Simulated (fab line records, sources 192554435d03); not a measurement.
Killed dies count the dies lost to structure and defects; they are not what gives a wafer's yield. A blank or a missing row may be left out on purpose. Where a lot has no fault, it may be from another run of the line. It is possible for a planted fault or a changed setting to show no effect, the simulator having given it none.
What tool caused it? + flow n5-finfet + 8 lots, 24 wafers sampled, at 7 steps of a route of 1938

## WHAT THE GAUGES READ, wafer by wafer
N5_SD_EPI_P_EPI_MEAS_23.
| lot  | measured    | on            | thk-nm (nm)    |
|------|-------------|---------------|----------------|
| L896 | day 4 18:22 | film-metro-02 | 60.3 60.3 59.4 |
| L897 | day 4 21:46 | film-metro-02 | 61.3 59.3 61.7 |
| L898 | day 5 05:02 | film-metro-01 | 61.3 60.8 61.9 |
| L901 | day 6 03:32 | film-metro-01 | 60.5 61.9 61.7 |
| L903 | day 6 13:55 | film-metro-02 | 61.6 61.3 58.4 |
| L906 | day 7 03:40 | film-metro-01 | 44.1 43.2 45.2 |
| L907 | day 7 11:32 | film-metro-01 | 42.6 46.6 44.6 |
| L913 | day 8 22:33 | film-metro-02 | 60.4 62.2 61.3 |

N5_SD_ACTIVATION_RS_MEAS_03: uses a four-point probe to measure.
| lot  | measured    | on            | RS_SD_N (ohm/sq)  | RS_SD_P (ohm/sq) |
|------|-------------|---------------|-------------------|------------------|
| L896 | day 4 19:00 | film-metro-02 | 21.68 21.70 21.95 | 56.0 55.9 56.6   |
| L897 | day 4 22:25 | film-metro-01 | 21.92 21.56 21.71 | 55.4 56.5 57.0   |
| L898 | day 5 05:39 | film-metro-01 | 22.03 21.90 22.25 | 56.4 56.4 56.1   |
| L901 | day 6 04:13 | film-metro-02 | 22.03 21.60 21.92 | 57.2 56.9 56.3   |
| L903 | day 6 14:31 | film-metro-02 | 22.13 21.85 21.90 | 55.7 56.4 56.0   |
| L906 | day 7 04:25 | film-metro-02 | 21.79 21.78 21.55 | 98.2 98.9 98.1   |
| L907 | day 7 12:30 | film-metro-02 | 21.66 21.98 21.69 | 96.9 96.3 96.1   |
| L913 | day 8 23:11 | film-metro-01 | 21.77 21.68 21.60 | 56.8 55.7 56.4   |

N5_BEOL_M4_RC_MEAS_101.
| lot  | measured     | on        | DIBL_N (mV/V)  | DIBL_P (mV/V) | IOFF_N (nA/um) | IOFF_P (nA/um) | ION_N (uA/um) | ION_P (uA/um) | RC_DENSE_P (ohm.um) | RC_P (ohm.um)  | REXT_P (ohm.um)   | RS_SD_P (ohm/sq)  | SS_N (mV/dec)  | SS_P (mV/dec)  | VT_N (mV)   | VT_P (mV)      | VT_P_LVT (mV)  |
|------|--------------|-----------|----------------|---------------|----------------|----------------|---------------|---------------|---------------------|----------------|-------------------|-------------------|----------------|----------------|-------------|----------------|----------------|
| L896 | day 8 23:56  | prober-02 | 31.0 33.5 33.7 | 28 33 35      | 0.08 0.12 0.13 | 0.12 0.18 0.19 | 644 679 672   | 452 467 462   | 23.3 24.9 23.7      | 19.0 20.3 19.5 | 99.5 99.0 100.8   | 66.4 66.5 66.2    | 70.6 69.8 70.2 | 70.8 72.5 73.0 | 259 253 250 | -255 -251 -250 | -103 -99 -99   |
| L897 | day 9 23:35  | prober-01 | 33.7 37.1 41.1 | 34 39 44      | 0.12 0.18 0.31 | 0.17 0.23 0.34 | 662 677 705   | 453 464 477   | 24.3 25.2 23.2      | 19.9 20.8 18.8 | 100.6 100.8 99.1  | 65.9 66.6 66.9    | 71.2 71.8 73.1 | 72.9 73.8 75.8 | 255 249 244 | -252 -246 -245 | -98 -96 -92    |
| L898 | day 10 05:40 | prober-02 | 35.9 37.2 33.6 | 37 37 34      | 0.16 0.19 0.11 | 0.20 0.20 0.17 | 667 680 659   | 459 461 451   | 24.2 24.4 23.7      | 19.7 19.6 19.2 | 104.9 105.6 103.4 | 66.6 66.4 66.1    | 72.3 72.0 70.9 | 73.8 73.0 73.0 | 251 249 255 | -252 -251 -254 | -99 -100 -103  |
| L901 | day 11 11:34 | prober-01 | 39.7 33.7 36.6 | 42 34 38      | 0.30 0.13 0.21 | 0.37 0.19 0.29 | 716 670 701   | 484 461 486   | 24.7 24.6 25.3      | 20.0 20.2 20.5 | 100.6 101.6 100.7 | 66.7 66.6 65.6    | 72.8 72.0 71.9 | 74.3 72.9 74.4 | 239 252 241 | -239 -251 -244 | -91 -99 -94    |
| L903 | day 11 13:14 | prober-02 | 35.6 34.5 37.2 | 35 34 38      | 0.15 0.14 0.18 | 0.17 0.17 0.22 | 660 672 678   | 448 453 450   | 24.3 24.3 24.0      | 19.9 19.9 19.5 | 99.3 99.1 97.9    | 65.3 66.2 66.1    | 71.4 71.0 71.9 | 73.2 72.5 73.9 | 250 248 246 | -255 -255 -250 | -101 -101 -98  |
| L906 | day 11 18:13 | prober-01 | 39.9 39.4 39.4 | 41 42 42      | 0.28 0.25 0.26 | 0.19 0.19 0.19 | 702 690 686   | 427 425 427   | 29.2 29.0 28.8      | 23.7 23.6 23.4 | 139.9 138.7 139.7 | 113.5 114.8 113.9 | 72.3 71.7 72.6 | 74.4 74.5 74.1 | 242 246 243 | -258 -258 -259 | -108 -108 -108 |
| L907 | day 11 22:50 | prober-02 | 36.4 36.4 37.9 | 36 36 39      | 0.15 0.15 0.19 | 0.11 0.12 0.14 | 668 679 689   | 415 424 428   | 28.9 27.6 27.4      | 23.8 22.6 22.3 | 140.9 138.5 138.0 | 112.5 110.8 112.4 | 71.9 72.0 72.1 | 73.1 73.3 73.6 | 253 252 248 | -264 -266 -262 | -115 -113 -112 |
| L913 | day 14 00:07 | prober-02 | 37.5 34.7 37.5 | 39 35 40      | 0.18 0.13 0.19 | 0.22 0.17 0.26 | 679 673 677   | 466 459 463   | 24.2 25.5 25.0      | 19.7 20.8 20.7 | 100.1 99.5 98.3   | 66.4 65.3 66.9    | 72.5 71.5 72.1 | 73.7 73.4 74.5 | 251 254 248 | -252 -252 -249 | -99 -102 -96   |

## TOOL THAT RAN EACH LOT (tool first, then ch and the chambers of the sampled wafers, then the start)
| lot  | N5_SD_EPI_N_ETCH_35               | N5_SD_EPI_N_VAPOR_ETCH_50      | N5_SD_EPI_P_EPI_21             | N5_ILD0_CMP_03               |
|------|-----------------------------------|--------------------------------|--------------------------------|------------------------------|
| L896 | rie-diel-01 ch 0,2,3, day 4 10:34 | epi-rpcvd-01 ch 0, day 4 12:02 | epi-rpcvd-01 ch 0, day 4 16:32 | cmp-01 ch 2,3, day 4 22:10   |
| L897 | rie-diel-05 ch 0,1,3, day 4 12:55 | epi-rpcvd-02 ch 0, day 4 14:45 | epi-rpcvd-01 ch 0, day 4 20:17 | cmp-02 ch 0,1, day 5 01:08   |
| L898 | rie-diel-03 ch 0,2, day 4 19:05   | epi-rpcvd-02 ch 0, day 4 20:37 | epi-rpcvd-01 ch 0, day 5 02:07 | cmp-03 ch 0,2, day 5 08:28   |
| L901 | rie-diel-03 ch 0,2, day 5 15:31   | epi-rpcvd-04 ch 0, day 5 17:31 | epi-rpcvd-01 ch 0, day 6 01:04 | cmp-01 ch 0,1,3, day 6 06:55 |
| L903 | rie-diel-05 ch 1,2,3, day 6 03:04 | epi-rpcvd-04 ch 0, day 6 04:47 | epi-rpcvd-01 ch 0, day 6 11:00 | cmp-02 ch 1,2,3, day 6 17:52 |
| L906 | rie-diel-01 ch 0,2, day 6 18:55   | epi-rpcvd-02 ch 0, day 6 20:22 | epi-rpcvd-01 ch 0, day 7 01:13 | cmp-01 ch 0,1,2, day 7 07:14 |
| L907 | rie-diel-01 ch 1,3, day 7 02:52   | epi-rpcvd-02 ch 0, day 7 04:17 | epi-rpcvd-01 ch 0, day 7 09:05 | cmp-03 ch 2,3, day 7 15:12   |
| L913 | rie-diel-01 ch 0,1, day 8 14:35   | epi-rpcvd-02 ch 0, day 8 16:02 | epi-rpcvd-02 ch 0, day 8 20:43 | cmp-03 ch 0,1,3, day 9 01:53 |
- N5_SD_EPI_N_ETCH_35: etches SOC in N2/H2, overetch 108 nm, time 486 s.
- N5_SD_EPI_N_VAPOR_ETCH_50: etches Si in HCl, time 54 s.
- N5_SD_EPI_P_EPI_21: deposits SiGe:B, time 355 s.
- N5_ILD0_CMP_03: polishes, stops on SiNx, t overpolish 1.9 s, target thk 197.38 nm.

## WHAT THE TOOLS THEMSELVES READ (means of the sampled wafers that have a number; where no wafer has one, the mark that the record gives instead)
N5_SD_EPI_N_ETCH_35.
| lot  | tool        | drypump-motor-current-A (A) | n2-flow-sccm (sccm) | oes-product-au (a.u.) | rf-vpp-V (V) | showerhead-plenum-p-Torr (Torr) | throttle-valve-pct (%) |
|------|-------------|-----------------------------|---------------------|-----------------------|--------------|---------------------------------|------------------------|
| L896 | rie-diel-01 | 5.8                         | 200.3               | 0.66                  | 240.1        | 2.51                            | 23.8                   |
| L897 | rie-diel-05 | 5.5                         | 200.1               | 0.74                  | 240.2        | 2.51                            | 23.5                   |
| L898 | rie-diel-03 | 5.7                         | 200.0               | 0.72                  | 240.8        | 2.51                            | 24.1                   |
| L901 | rie-diel-03 | 5.7                         | 199.8               | 0.71                  | 239.8        | 2.51                            | 24.1                   |
| L903 | rie-diel-05 | 5.9                         | 200.1               | 0.74                  | 240.1        | 2.47                            | 23.4                   |
| L906 | rie-diel-01 | 5.8                         | 199.8               | 0.61                  | 241.0        | 2.52                            | 24.2                   |
| L907 | rie-diel-01 | 5.4                         | 200.2               | 0.68                  | 241.4        | 2.58                            | 23.7                   |
| L913 | rie-diel-01 | 5.3                         | 200.1               | 0.68                  | 241.8        | 2.62                            | 24.5                   |

N5_SD_EPI_N_VAPOR_ETCH_50.
| lot  | tool         | chamber-pressure-Torr (Torr) | throttle-valve-pct (%) |
|------|--------------|------------------------------|------------------------|
| L896 | epi-rpcvd-01 | 20.04                        | 11.88                  |
| L897 | epi-rpcvd-02 | 20.08                        | 11.30                  |
| L898 | epi-rpcvd-02 | 19.99                        | 11.35                  |
| L901 | epi-rpcvd-04 | 19.99                        | 11.12                  |
| L903 | epi-rpcvd-04 | 20.03                        | 11.29                  |
| L906 | epi-rpcvd-02 | 20.09                        | 11.31                  |
| L907 | epi-rpcvd-02 | 19.95                        | 11.34                  |
| L913 | epi-rpcvd-02 | 20.04                        | 11.24                  |

N5_SD_EPI_P_EPI_21.
| lot  | tool         | chamber-pressure-Torr (Torr) |
|------|--------------|------------------------------|
| L896 | epi-rpcvd-01 | 19.95                        |
| L897 | epi-rpcvd-01 | 20.00                        |
| L898 | epi-rpcvd-01 | 20.02                        |
| L901 | epi-rpcvd-01 | 20.01                        |
| L903 | epi-rpcvd-01 | 20.03                        |
| L906 | epi-rpcvd-01 | 8.82                         |
| L907 | epi-rpcvd-01 | 8.83                         |
| L913 | epi-rpcvd-02 | 19.96                        |

N5_ILD0_CMP_03.
| lot  | tool   | motor-current-A (A) | overpolish-run-s (s) | time-to-endpoint-s (s) |
|------|--------|---------------------|----------------------|------------------------|
| L896 | cmp-01 | 11.7                | 1.900                | 70                     |
| L897 | cmp-02 | 12.7                | 1.888                | 66                     |
| L898 | cmp-03 | 13.0                | 1.894                | 70                     |
| L901 | cmp-01 | 12.0                | 1.903                | 71                     |
| L903 | cmp-02 | 12.9                | 1.904                | 66                     |
| L906 | cmp-01 | 11.3                | 1.905                | 65                     |
| L907 | cmp-03 | 13.6                | 1.899                | 67                     |
| L913 | cmp-03 | 11.5                | 1.903                | 70                     |

## THE ANSWER, worked out from the rows above alone
Rule: the usual values come from the lots themselves. Put in order of their means at a reading, lots are off if they are a third of the lots or fewer, leave a main group of 4 or more, and stand apart from it by a gap of 3 or more times the standard deviation of the main group's means; of several such gaps the widest counts. Not used: any main group whose means are identical at the precision the tables above print for the reading. Also off: a lot with no number at a reading for which 4 or more lots have one. Where the step has rows for the other lots, those lots are counted as sound. Order of review: gauges by route order, followed by the tools' own readings, for which a lot's mean as printed above is used. The first step at which some lot is off is used, and at that step the reading that is off furthest; a lot without a number counts as furthest.
Off: L906, L907, at N5_SD_EPI_P_EPI_MEAS_23 (thk-nm). The main group has a mean of 60.9 nm with a standard deviation of 0.52.
If a tool, at a process step before that reading, ran all the lots that are off and no sound lot after the first of them, it fits. Not tried: the gauges at N5_SD_EPI_P_EPI_MEAS_23; whatever is off there is also off at N5_SD_ACTIVATION_RS_MEAS_03, on other tools, and gauge error can't account for it. One fits: N5_SD_EPI_P_EPI_21 on epi-rpcvd-01. A fault onset in the window from L903 (day 6 11:00, its last sound lot) to L906 (day 7 01:13, its first lot off) fits.
The tool's own readings at N5_SD_EPI_P_EPI_21 bear it out: on the lots that are off they differ by more than 5 times the standard deviation of the sound lots' means. chamber-pressure-Torr reads 8.82 Torr there against 20.00 Torr on the sound lots.

## WHAT WAS PUT IN BY THE SIMULATOR
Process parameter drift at N5_SD_EPI_P_EPI_21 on epi-rpcvd-01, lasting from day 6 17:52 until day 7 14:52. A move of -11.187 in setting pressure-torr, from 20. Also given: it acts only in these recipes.
Lots struck among those shown: L906, L907. The rule above found the same.
